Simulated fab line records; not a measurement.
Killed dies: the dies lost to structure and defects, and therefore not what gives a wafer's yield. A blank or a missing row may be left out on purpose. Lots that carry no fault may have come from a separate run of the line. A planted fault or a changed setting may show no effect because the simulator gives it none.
fab line records + flow n5-finfet
record
- lots=10
- wafers=30
- last-day=17
route steps=1938 shown BEOL_M9@1454 BEOL_M10@1471 PASSIVATION@1936
lots untouched by any fault: they come from a run of this same line in which no faults occurred
start-h: hours from the record's first day to the start of the lot's first wafer shown + wait-h: time in hours since the lot's previous step + " unchanged from the row above + L1.1+2: several wafers, shown together as one row + - value missing, or start not given + * or withheld: withheld + < > ~ a bound
route shown NAME@n: a module of which the file shows steps, and the number in the route of the first + usual: mean/standard deviation taken from wafers without a fault + same: alike in all rows + chamber/n: place in a boat + sites: each site's reading + _std_site: how widely they spread, as a standard deviation + _edge_site: mean of outer sites minus mean of inner sites + radius-mm: for every site, how far away it sits from the centre of the wafer + mask NAME#n: copy n + behind: tool/chamber where the wafer was last shaped + hold: why the lot went on hold/how many hours it stayed there/how the hold came to an end + device: whichever transistor did not switch (one of n, p or np) + end of line: tests of these same wafers at the route's end + step lacking rows: just its recipe + killed: the dies lost at the first sort to structure and to defects; this is not the yield of the wafer + map: the dies of a wafer, with x for killed, . for not killed, _ for no die there
set.NAME: the run value of the setting; set.NAME@STEP: its run value at that earlier step + model.NAME: the simulator's own value behind a step, which no gauge read
route steps across a sampled set of lots; one table per step, one row per wafer
services: a tool's chamber out of use, with start hour (start-h, from the record's first day; less than 0 if before it), hours out, and reason
## steps
# step N5_BEOL_M9_CD_MEAS_35
# recipe
- target-cd-nm=70
- target-cd-y-nm=40
- polarity=opening
# usual
- cd-nm=69.8/0.69
| lot.wafer | tool      | chamber | start-h | wait-h | cd-nm |
|-----------|-----------|---------|---------|--------|-------|
| L138.1    | cd-sem-03 | -       | 205.74  | 0.0    | 69.7  |
| L138.2    | "         | -       | "       | "      | 68.8  |
| L138.5    | "         | -       | "       | "      | 69.7  |
| L139.1    | cd-sem-02 | -       | 211.70  | 0.0    | 70.3  |
| L139.2    | "         | -       | "       | "      | 69.3  |
| L139.3    | "         | -       | "       | "      | 69.3  |
| L145.3    | cd-sem-03 | -       | 252.42  | 0.0    | 69.8  |
| L145.4    | "         | -       | "       | "      | 69.2  |
| L145.5    | "         | -       | "       | "      | 69.8  |
| L146.1    | cd-sem-01 | -       | 264.41  | 0.0    | 70.4  |
| L146.2    | "         | -       | "       | "      | 70.8  |
| L146.6    | "         | -       | "       | "      | 71.2  |
| L151.1    | cd-sem-03 | -       | 292.28  | 0.0    | 70.0  |
| L151.5    | "         | -       | "       | "      | 70.6  |
| L151.6    | "         | -       | "       | "      | 70.0  |
| L155.1    | cd-sem-01 | -       | 325.72  | 0.0    | 69.8  |
| L155.4    | "         | -       | "       | "      | 68.6  |
| L155.5    | "         | -       | "       | "      | 70.1  |
| L156.2    | cd-sem-01 | -       | 325.76  | 0.0    | 70.1  |
| L156.4    | "         | -       | "       | "      | 69.6  |
| L156.6    | "         | -       | "       | "      | 71.1  |
| L161.1    | cd-sem-01 | -       | 351.67  | 0.0    | 68.3  |
| L161.2    | "         | -       | "       | "      | 68.3  |
| L161.3    | "         | -       | "       | "      | 69.6  |
| L159.3    | cd-sem-01 | -       | 354.68  | 0.0    | 70.3  |
| L159.5    | "         | -       | "       | "      | 70.1  |
| L159.6    | "         | -       | "       | "      | 70.0  |
| L160.1    | cd-sem-03 | -       | 354.83  | 0.0    | 69.7  |
| L160.4    | "         | -       | "       | "      | 68.9  |
| L160.6    | "         | -       | "       | "      | 70.2  |
# step N5_BEOL_M9_ANNEAL_51
# recipe
- temp-c=225
- time-s=90
- ambient=N2
# usual
- wafer_temp_C_max=225.92/0.24
# same
- time-s=90
| lot.wafer | tool          | chamber | start-h | wait-h | wafer_temp_C_max |
|-----------|---------------|---------|---------|--------|------------------|
| L138.1    | rtp-anneal-01 | 0       | 207.69  | 0.1    | 226.04           |
| L138.2    | "             | 0       | "       | "      | 226.22           |
| L138.5    | "             | 0       | "       | "      | 226.43           |
| L139.1    | rtp-anneal-01 | 0       | 213.60  | 0.1    | 225.93           |
| L139.2    | "             | 0       | "       | "      | 226.10           |
| L139.3    | "             | 0       | "       | "      | 225.65           |
| L145.3    | rtp-anneal-01 | 0       | 253.97  | 0.2    | 225.88           |
| L145.4    | "             | 0       | "       | "      | 225.91           |
| L145.5    | "             | 0       | "       | "      | 226.45           |
| L146.1    | rtp-anneal-02 | 0       | 265.80  | 0.1    | 225.74           |
| L146.2    | "             | 0       | "       | "      | 226.19           |
| L146.6    | "             | 0       | "       | "      | 225.95           |
| L151.1    | rtp-anneal-01 | 0       | 293.86  | 0.1    | 225.75           |
| L151.5    | "             | 0       | "       | "      | 225.73           |
| L151.6    | "             | 0       | "       | "      | 226.35           |
| L155.1    | rtp-anneal-01 | 0       | 327.53  | 0.2    | 225.84           |
| L155.4    | "             | 0       | "       | "      | 225.68           |
| L155.5    | "             | 0       | "       | "      | 225.82           |
| L156.2    | rtp-anneal-01 | 0       | 328.02  | 0.5    | 226.42           |
| L156.4    | "             | 0       | "       | "      | 226.18           |
| L156.6    | "             | 0       | "       | "      | 225.79           |
| L161.1    | rtp-anneal-02 | 0       | 354.22  | 0.4    | 225.99           |
| L161.2    | "             | 0       | "       | "      | 226.21           |
| L161.3    | "             | 0       | "       | "      | 225.91           |
| L159.3    | rtp-anneal-02 | 0       | 356.83  | 0.1    | 226.28           |
| L159.5    | "             | 0       | "       | "      | 225.83           |
| L159.6    | "             | 0       | "       | "      | 226.41           |
| L160.1    | rtp-anneal-01 | 0       | 356.90  | 0.1    | 226.00           |
| L160.4    | "             | 0       | "       | "      | 226.02           |
| L160.6    | "             | 0       | "       | "      | 226.09           |
# step N5_BEOL_M9_CMP_52
# recipe
- stop-on=SiCOH_lowk
- t-overpolish-s=7
- down-force-psi=1
- platen-rpm=50
- clearing-platen-down-force-psi=1.5
- clearing-platen-rpm=50
- post-cmp-clean=cu-alkaline
- target-thk-nm=140
- clearing-platen-pad-velocity-m-s=0.99484
- pad-velocity-m-s=0.99484
# usual
- barrier-field-endpoint-s=29.1/0.75
- clearing-platen-rpm=49.999/0.026
- motor-current-A=6.4/0.56
- overpolish-run-s=7.000/0.0088
- slurry-flow-ml-min=150.1/0.46
- time-to-endpoint-s=67/3.3
| lot.wafer | tool   | chamber | start-h | wait-h | barrier-field-endpoint-s | clearing-platen-rpm | motor-current-A | overpolish-run-s | slurry-flow-ml-min | time-to-endpoint-s |
|-----------|--------|---------|---------|--------|--------------------------|---------------------|-----------------|------------------|--------------------|--------------------|
| L138.2    | cmp-02 | 1       | 208.06  | 0.3    | 30.0                     | 50.045              | 6.3             | 6.990            | 150.1              | 71                 |
| L138.1    | "      | 2       | "       | "      | 29.2                     | 49.993              | 6.8             | 7.013            | 150.6              | 65                 |
| L138.5    | "      | 3       | "       | "      | 28.8                     | 50.052              | 6.2             | 6.988            | 149.9              | 64                 |
| L139.2    | cmp-02 | 2       | 213.90  | 0.2    | 28.5                     | 49.997              | 6.9             | 7.004            | 150.1              | 66                 |
| L139.1    | "      | 3       | "       | "      | 28.8                     | 50.032              | 6.0             | 7.007            | 149.7              | 65                 |
| L139.3    | "      | 1       | "       | "      | 29.8                     | 50.000              | 6.1             | 7.009            | 150.3              | 68                 |
| L145.4    | cmp-02 | 0       | 254.22  | 0.2    | 29.1                     | 50.039              | 7.3             | 7.001            | 149.2              | 64                 |
| L145.3    | "      | 2       | "       | "      | 28.4                     | 49.994              | 6.7             | 6.987            | 150.1              | 64                 |
| L145.5    | "      | 3       | "       | "      | 28.8                     | 49.989              | 6.0             | 7.008            | 150.8              | 62                 |
| L146.2    | cmp-02 | 2       | 266.17  | 0.3    | 28.5                     | 50.020              | 7.1             | 7.009            | 149.2              | 64                 |
| L146.1    | "      | 3       | "       | "      | 28.5                     | 49.999              | 6.5             | 7.014            | 149.7              | 63                 |
| L146.6    | "      | 0       | "       | "      | 30.1                     | 49.985              | 7.3             | 6.991            | 149.8              | 68                 |
| L151.1    | cmp-04 | 1       | 294.25  | 0.3    | 30.1                     | 49.962              | 6.4             | 7.001            | 149.4              | 70                 |
| L151.5    | "      | 3       | "       | "      | 30.1                     | 49.948              | 6.6             | 6.985            | 150.0              | 72                 |
| L151.6    | "      | 0       | "       | "      | 28.4                     | 49.980              | 5.4             | 7.008            | 149.2              | 65                 |
| L155.4    | cmp-02 | 0       | 327.86  | 0.2    | 29.4                     | 49.982              | 7.4             | 6.996            | 150.2              | 65                 |
| L155.1    | "      | 2       | "       | "      | 28.7                     | 50.027              | 6.8             | 6.988            | 150.7              | 63                 |
| L155.5    | "      | 0       | "       | "      | 28.2                     | 49.991              | 7.0             | 6.991            | 149.3              | 62                 |
| L156.4    | cmp-02 | 2       | 328.28  | 0.1    | 28.4                     | 49.990              | 7.2             | 7.008            | 150.3              | 62                 |
| L156.2    | "      | 0       | "       | "      | 28.1                     | 49.989              | 7.2             | 6.996            | 150.2              | 63                 |
| L156.6    | "      | 3       | "       | "      | 28.1                     | 49.982              | 6.3             | 6.993            | 149.1              | 60                 |
| L161.1    | cmp-04 | 1       | 354.52  | 0.3    | 29.8                     | 50.009              | 6.2             | 6.997            | 150.2              | 72                 |
| L161.3    | "      | 2       | "       | "      | 29.9                     | 49.930              | 6.0             | 6.996            | 150.0              | 73                 |
| L161.2    | "      | 0       | "       | "      | 28.8                     | 50.024              | 5.5             | 7.004            | 150.0              | 64                 |
| L159.3    | cmp-02 | 1       | 357.04  | 0.2    | 29.5                     | 50.009              | 6.4             | 6.982            | 150.4              | 66                 |
| L159.5    | "      | 1       | "       | "      | 29.1                     | 49.996              | 6.0             | 6.996            | 150.3              | 63                 |
| L159.6    | "      | 2       | "       | "      | 29.0                     | 49.961              | 7.2             | 6.985            | 149.9              | 61                 |
| L160.1    | cmp-02 | 1       | 357.26  | 0.3    | 29.3                     | 49.996              | 6.0             | 6.977            | 150.0              | 69                 |
| L160.4    | "      | 3       | "       | "      | 28.4                     | 49.966              | 6.3             | 6.984            | 150.0              | 64                 |
| L160.6    | "      | 1       | "       | "      | 29.7                     | 50.007              | 6.5             | 7.002            | 149.7              | 70                 |
# step N5_BEOL_M9_INSPECT_58
# recipe
- inspect-instrument=darkfield
- mode=post-dep
# usual
- raw-defect-count=76/25
| lot.wafer | tool              | chamber | start-h | wait-h | raw-defect-count |
|-----------|-------------------|---------|---------|--------|------------------|
| L138.1    | defect-inspect-01 | -       | 208.45  | 0.0    | 86               |
| L138.2    | "                 | -       | "       | "      | 75               |
| L138.5    | "                 | -       | "       | "      | 52               |
| L139.1    | defect-inspect-01 | -       | 214.36  | 0.0    | 58               |
| L139.2    | "                 | -       | "       | "      | 70               |
| L139.3    | "                 | -       | "       | "      | 48               |
| L145.3    | defect-inspect-02 | -       | 254.64  | 0.0    | 392              |
| L145.4    | "                 | -       | "       | "      | 417              |
| L145.5    | "                 | -       | "       | "      | 356              |
| L146.1    | defect-inspect-02 | -       | 266.56  | 0.0    | 463              |
| L146.2    | "                 | -       | "       | "      | 409              |
| L146.6    | "                 | -       | "       | "      | 473              |
| L151.1    | defect-inspect-02 | -       | 294.66  | 0.0    | 59               |
| L151.5    | "                 | -       | "       | "      | 73               |
| L151.6    | "                 | -       | "       | "      | 65               |
| L155.1    | defect-inspect-02 | -       | 328.28  | 0.0    | 103              |
| L155.4    | "                 | -       | "       | "      | 71               |
| L155.5    | "                 | -       | "       | "      | 54               |
| L156.2    | defect-inspect-01 | -       | 328.73  | 0.0    | 65               |
| L156.4    | "                 | -       | "       | "      | 106              |
| L156.6    | "                 | -       | "       | "      | 89               |
| L161.1    | defect-inspect-01 | -       | 354.99  | 0.0    | 41               |
| L161.2    | "                 | -       | "       | "      | 122              |
| L161.3    | "                 | -       | "       | "      | 57               |
| L159.3    | defect-inspect-02 | -       | 357.50  | 0.0    | 82               |
| L159.5    | "                 | -       | "       | "      | 51               |
| L159.6    | "                 | -       | "       | "      | 47               |
| L160.1    | defect-inspect-02 | -       | 357.72  | 0.0    | 93               |
| L160.4    | "                 | -       | "       | "      | 70               |
| L160.6    | "                 | -       | "       | "      | 72               |
# step N5_BEOL_M10_CURE_71
# recipe
- temp-c=385
- time-s=240
- ambient=He/Ar
- material=SiCOH_lowk
# usual
- lamp-power-pct=52.31/0.058
- wafer_temp_C_max=386.8/0.6
# same
- time-s=240
| lot.wafer | tool       | chamber | start-h | wait-h | lamp-power-pct | wafer_temp_C_max |
|-----------|------------|---------|---------|--------|----------------|------------------|
| L138.1    | uv-cure-03 | 0       | 208.57  | 0.0    | 52.34          | 386.5            |
| L138.2    | "          | 0       | "       | "      | 52.35          | 386.7            |
| L138.5    | "          | 0       | "       | "      | 52.28          | 386.2            |
| L139.1    | uv-cure-01 | 2       | 214.50  | 0.1    | 52.34          | 386.2            |
| L139.2    | "          | 2       | "       | "      | 52.36          | 386.0            |
| L139.3    | "          | 2       | "       | "      | 52.25          | 386.1            |
| L145.3    | uv-cure-01 | 0       | 254.91  | 0.2    | 52.33          | 387.2            |
| L145.4    | "          | 0       | "       | "      | 52.30          | 388.3            |
| L145.5    | "          | 0       | "       | "      | 52.32          | 387.0            |
| L146.1    | uv-cure-02 | 2       | 266.67  | 0.0    | 52.28          | 387.9            |
| L146.2    | "          | 2       | "       | "      | 52.42          | 387.5            |
| L146.6    | "          | 2       | "       | "      | 52.27          | 387.1            |
| L151.1    | uv-cure-03 | 1       | 294.78  | 0.0    | 52.32          | 386.2            |
| L151.5    | "          | 1       | "       | "      | 52.30          | 386.8            |
| L151.6    | "          | 1       | "       | "      | 52.19          | 386.8            |
| L155.1    | uv-cure-02 | 2       | 328.40  | 0.0    | 52.35          | 387.8            |
| L155.4    | "          | 2       | "       | "      | 52.29          | 387.0            |
| L155.5    | "          | 2       | "       | "      | 52.29          | 388.3            |
| L156.2    | uv-cure-03 | 0       | 328.93  | 0.1    | 52.26          | 386.2            |
| L156.4    | "          | 0       | "       | "      | 52.26          | 386.8            |
| L156.6    | "          | 0       | "       | "      | 52.32          | 386.1            |
| L161.1    | uv-cure-03 | 1       | 355.10  | 0.0    | 52.33          | 386.2            |
| L161.2    | "          | 1       | "       | "      | 52.30          | 386.2            |
| L161.3    | "          | 1       | "       | "      | 52.33          | 386.3            |
| L160.1    | uv-cure-03 | 1       | 357.84  | 0.0    | 52.32          | 386.6            |
| L160.4    | "          | 1       | "       | "      | 52.32          | 387.2            |
| L160.6    | "          | 1       | "       | "      | 52.23          | 386.4            |
| L159.3    | uv-cure-01 | 2       | 357.93  | 0.4    | 52.29          | 386.0            |
| L159.5    | "          | 2       | "       | "      | 52.37          | 386.3            |
| L159.6    | "          | 2       | "       | "      | 52.25          | 386.0            |
# step N5_BEOL_M10_INSPECT_13
# recipe
- mode=adi
- inspect-instrument=brightfield
# usual
- raw-defect-count=432/91
| lot.wafer | tool              | chamber | start-h | wait-h | raw-defect-count |
|-----------|-------------------|---------|---------|--------|------------------|
| L138.1    | defect-inspect-01 | -       | 210.67  | 0.0    | 411              |
| L138.2    | "                 | -       | "       | "      | 659              |
| L138.5    | "                 | -       | "       | "      | 348              |
| L139.1    | defect-inspect-02 | -       | 217.41  | 0.0    | 400              |
| L139.2    | "                 | -       | "       | "      | 581              |
| L139.3    | "                 | -       | "       | "      | 384              |
| L145.3    | defect-inspect-02 | -       | 260.82  | 0.0    | 660              |
| L145.4    | "                 | -       | "       | "      | 665              |
| L145.5    | "                 | -       | "       | "      | 657              |
| L146.1    | defect-inspect-02 | -       | 268.13  | 0.0    | 964              |
| L146.2    | "                 | -       | "       | "      | 827              |
| L146.6    | "                 | -       | "       | "      | 815              |
| L151.1    | defect-inspect-02 | -       | 296.45  | 0.0    | 405              |
| L151.5    | "                 | -       | "       | "      | 485              |
| L151.6    | "                 | -       | "       | "      | 415              |
| L155.1    | defect-inspect-01 | -       | 330.25  | 0.0    | 457              |
| L155.4    | "                 | -       | "       | "      | 370              |
| L155.5    | "                 | -       | "       | "      | 286              |
| L156.2    | defect-inspect-01 | -       | 330.61  | 0.0    | 394              |
| L156.4    | "                 | -       | "       | "      | 457              |
| L156.6    | "                 | -       | "       | "      | 413              |
| L161.1    | defect-inspect-02 | -       | 356.70  | 0.0    | 399              |
| L161.2    | "                 | -       | "       | "      | 489              |
| L161.3    | "                 | -       | "       | "      | 591              |
| L160.1    | defect-inspect-02 | -       | 359.70  | 0.0    | 418              |
| L160.4    | "                 | -       | "       | "      | 414              |
| L160.6    | "                 | -       | "       | "      | 471              |
| L159.3    | defect-inspect-01 | -       | 359.87  | 0.0    | 442              |
| L159.5    | "                 | -       | "       | "      | 417              |
| L159.6    | "                 | -       | "       | "      | 399              |
# step N5_BEOL_M10_INSPECT_30
# recipe
- mode=adi
- inspect-instrument=brightfield
# usual
- raw-defect-count=430/95
| lot.wafer | tool              | chamber | start-h | wait-h | raw-defect-count |
|-----------|-------------------|---------|---------|--------|------------------|
| L138.1    | defect-inspect-02 | -       | 211.81  | 0.0    | 392              |
| L138.2    | "                 | -       | "       | "      | 566              |
| L138.5    | "                 | -       | "       | "      | 317              |
| L139.1    | defect-inspect-02 | -       | 219.97  | 0.0    | 410              |
| L139.2    | "                 | -       | "       | "      | 564              |
| L139.3    | "                 | -       | "       | "      | 380              |
| L145.3    | defect-inspect-02 | -       | 263.92  | 0.0    | 667              |
| L145.4    | "                 | -       | "       | "      | 656              |
| L145.5    | "                 | -       | "       | "      | 669              |
| L146.1    | defect-inspect-02 | -       | 270.98  | 0.0    | 965              |
| L146.2    | "                 | -       | "       | "      | 817              |
| L146.6    | "                 | -       | "       | "      | 818              |
| L151.1    | defect-inspect-02 | -       | 297.96  | 0.0    | 408              |
| L151.5    | "                 | -       | "       | "      | 508              |
| L151.6    | "                 | -       | "       | "      | 427              |
| L156.2    | defect-inspect-02 | -       | 332.59  | 0.0    | 370              |
| L156.4    | "                 | -       | "       | "      | 425              |
| L156.6    | "                 | -       | "       | "      | 403              |
| L155.1    | defect-inspect-01 | -       | 332.76  | 0.0    | 452              |
| L155.4    | "                 | -       | "       | "      | 397              |
| L155.5    | "                 | -       | "       | "      | 303              |
| L161.1    | defect-inspect-02 | -       | 358.31  | 0.0    | 384              |
| L161.2    | "                 | -       | "       | "      | 502              |
| L161.3    | "                 | -       | "       | "      | 606              |
| L160.1    | defect-inspect-02 | -       | 362.20  | 0.0    | 402              |
| L160.4    | "                 | -       | "       | "      | 413              |
| L160.6    | "                 | -       | "       | "      | 465              |
| L159.3    | defect-inspect-01 | -       | 362.37  | 0.0    | 422              |
| L159.5    | "                 | -       | "       | "      | 409              |
| L159.6    | "                 | -       | "       | "      | 381              |
# step N5_PASSIVATION_PROBE_49
# usual
- defect-limited-yield=91.1/1.4
- killed_at_M0_to_M3=34/11
- killed_at_M4_up=14/5.7
- killed-at-contacts=14/6.9
- killed-at-front-end=40/11
- killed-at-other=4/3.1
- killed-dies=105/17
- killed-on-rim=14/4.1
- killed-open=70/13
- killed-short=34/7.6
- sort_bin_5_function=5.3/0.95
- sort_bin_6_memory=3.3/0.64
- sort-n-pass=1075/17
- sort-yield-pct=91.1/1.4
# same
- gross-dies=1180
- killed-at-back-side=0
- sort_bin_4_leakage[%]=0
- sort_bin_8_speed[%]=0
| lot.wafer | tool      | chamber | start-h | wait-h | defect-limited-yield[%] | killed_at_M0_to_M3 | killed_at_M4_up | killed-at-contacts | killed-at-front-end | killed-at-other | killed-dies | killed-on-rim | killed-open | killed-short | sort_bin_5_function[%] | sort_bin_6_memory[%] | sort-n-pass | sort-yield-pct[%] |
|-----------|-----------|---------|---------|--------|-------------------------|--------------------|-----------------|--------------------|---------------------|-----------------|-------------|---------------|-------------|--------------|------------------------|----------------------|-------------|-------------------|
| L145.3    | prober-01 | -       | 313.49  | 0.1    | 69.0                    | 27                 | 284             | 15                 | 38                  | 2               | 366         | 52            | 60          | 30           | 16.7                   | 12.4                 | 814         | 69.0              |
| L145.4    | prober-01 | -       | 313.54  | 0.2    | 68.1                    | 29                 | 302             | 14                 | 29                  | 2               | 376         | 54            | 54          | 31           | 17.5                   | 12.5                 | 804         | 68.1              |
| L145.5    | prober-01 | -       | 313.59  | 0.2    | 71.5                    | 16                 | 271             | 7                  | 36                  | 6               | 336         | 48            | 44          | 34           | 16.3                   | 10.2                 | 844         | 71.5              |
| L146.1    | prober-02 | -       | 330.35  | 0.0    | 67.5                    | 23                 | 298             | 10                 | 46                  | 7               | 384         | 50            | 66          | 33           | 20.0                   | 10.8                 | 796         | 67.5              |
| L146.2    | prober-02 | -       | 330.40  | 0.1    | 67.7                    | 35                 | 290             | 13                 | 40                  | 3               | 381         | 48            | 69          | 29           | 19.6                   | 10.9                 | 799         | 67.7              |
| L146.6    | prober-02 | -       | 330.60  | 0.3    | 67.3                    | 35                 | 288             | 18                 | 35                  | 10              | 386         | 45            | 78          | 30           | 19.3                   | 10.9                 | 794         | 67.3              |
| L151.1    | prober-01 | -       | 348.40  | 0.2    | 93.1                    | 30                 | 11              | 9                  | 31                  | 0               | 81          | 13            | 55          | 26           | 4.4                    | 2.3                  | 1099        | 93.1              |
| L151.6    | prober-01 | -       | 348.65  | 0.5    | 93.5                    | 25                 | 22              | 11                 | 19                  | 0               | 77          | 7             | 56          | 21           | 4.3                    | 2.0                  | 1103        | 93.5              |
# killed by level:class
L145.3 BEOL_M9:unspecified=272 MOL_CONTACT_COAG:geometric-particle:open=10 BEOL_M0_SAQP:geometric-particle:short=8 FIN_SAQP:geometric-particle:open=7 DUMMY_GATE:geometric-particle:open=5 ILD0:geometric-particle:open=5 STI_FIN_REVEAL:geometric-particle:open=4 BEOL_M0_SAQP:geometric-particle:open=4
L145.4 BEOL_M9:unspecified=288 BEOL_M0_SAQP:geometric-particle:short=12 FIN_SAQP:geometric-particle:open=9 MOL_CONTACT_COAG:geometric-particle:open=9 BEOL_M3:geometric-particle:open=6 BEOL_M0_SAQP:geometric-particle:open=6 STI_FIN_REVEAL:geometric-particle:open=4 MOL_CONTACT_COAG:geometric-particle:short=4
L145.5 BEOL_M9:unspecified=256 FIN_SAQP:geometric-particle:open=8 GATE_CUT:geometric-particle:short=7 GATE_CUT:geometric-particle:open=6 BEOL_M4:geometric-particle:open=6 MOL_CONTACT_COAG:geometric-particle:open=5 FIN_SAQP:geometric-particle:short=4 STI_FIN_REVEAL:geometric-particle:open=3
L146.1 BEOL_M9:unspecified=285 STI_FIN_REVEAL:geometric-particle:open=14 MOL_CONTACT_COAG:geometric-particle:open=9 BEOL_M0_SAQP:geometric-particle:open=8 BEOL_M4:geometric-particle:open=8 FIN_SAQP:geometric-particle:short=7 FIN_SAQP:geometric-particle:open=6 ILD0:geometric-particle:short=4
L146.2 BEOL_M9:unspecified=283 STI_FIN_REVEAL:geometric-particle:open=11 MOL_CONTACT_COAG:geometric-particle:open=11 BEOL_M3:geometric-particle:open=11 BEOL_M2:geometric-particle:open=10 FIN_SAQP:geometric-particle:open=5 BEOL_M0_SAQP:geometric-particle:short=5 DUMMY_GATE:geometric-particle:open=4
L146.6 BEOL_M9:unspecified=277 MOL_CONTACT_COAG:geometric-particle:open=15 BEOL_M0:geometric-particle:open=11 STI_FIN_REVEAL:geometric-particle:open=10 BEOL_M2:geometric-particle:open=7 BEOL_M1:geometric-particle:open=6 MIM_TOP_ETCH:geometric-particle:open=6 STI_FIN_REVEAL:geometric-particle:short=5
L151.1 STI_FIN_REVEAL:geometric-particle:open=12 BEOL_M3:geometric-particle:open=9 BEOL_M0_SAQP:geometric-particle:short=7 MOL_CONTACT_COAG:geometric-particle:open=6 BEOL_M0_SAQP:geometric-particle:open=4 BEOL_M0:geometric-particle:open=4 BEOL_M4:geometric-particle:open=4 STI_FIN_REVEAL:geometric-particle:short=3
L151.6 BEOL_M0_SAQP:geometric-particle:open=8 STI_FIN_REVEAL:geometric-particle:open=6 MOL_CONTACT_COAG:geometric-particle:open=6 BEOL_M5:geometric-particle:open=6 MOL_CONTACT_COAG:geometric-particle:short=5 BEOL_M0_SAQP:geometric-particle:short=5 BEOL_M4:geometric-particle:open=5 BEOL_M6:geometric-particle:open=5
## services
| tool          | chamber | start-h | hours | kind                           |
|---------------|---------|---------|-------|--------------------------------|
| uv-cure-02    | -       | 196.14  | 0.3   | repair                         |
| uv-cure-02    | -       | 212.08  | 2.1   | pm                             |
| cmp-02        | -       | 216.64  | 14.7  | repair                         |
| cmp-04        | -       | 218.55  | 3.3   | repair                         |
| cmp-04        | -       | 229.50  | 0.2   | repair                         |
| cmp-04        | -       | 231.14  | 4.0   | pm                             |
| cmp-04        | -       | 235.14  | -     | consumable-replace:conditioner |
| cmp-04        | -       | 235.14  | -     | consumable-replace:pad         |
| cmp-02        | -       | 248.48  | 4.0   | pm                             |
| cmp-02        | -       | 252.48  | -     | consumable-replace:conditioner |
| cmp-02        | -       | 252.48  | -     | consumable-replace:pad         |
| uv-cure-02    | -       | 257.80  | 7.5   | pm                             |
| cmp-02        | -       | 259.60  | 0.7   | repair                         |
| cmp-04        | -       | 291.07  | 1.2   | repair                         |
| cmp-04        | -       | 309.07  | 2.0   | repair                         |
| rtp-anneal-02 | -       | 313.88  | 7.3   | pm                             |
| uv-cure-02    | -       | 351.18  | 0.6   | repair                         |
## key
first-sign
- step=N5_BEOL_M9_INSPECT_58
- reading=raw-defect-count
- direction=up
- sigmas=14
- usual=76
- struck=418
effect
- step=N5_BEOL_M10_INSPECT_13
- reading=raw-defect-count
- direction=up
- sigmas=3.6
- usual=432
- struck=765
effect
- step=N5_BEOL_M10_INSPECT_30
- reading=raw-defect-count
- direction=up
- sigmas=3.5
- usual=430
- struck=765
effect
- step=N5_PASSIVATION_PROBE_49
- reading=killed_at_M4_up
- direction=up
- sigmas=49
- usual=14
- struck=289
more-kills-born-at
- N5_BEOL_M9_CMP_52@cmp-02=1661
met-at N5_BEOL_M9_CMP_52
struck-lots L145,L146
not-acting-at N5_BEOL_M9_CD_MEAS_35,N5_BEOL_M9_ANNEAL_51,N5_BEOL_M10_CURE_71
onset-between 213.90 254.22
fault
- kind=chamber-particle-source
- tool=cmp-02
- chamber=-
- onset-h=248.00
- steps=N5_BEOL_M9_CMP_52
- rate-per-visit-cm2=0.53783
- end-h=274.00
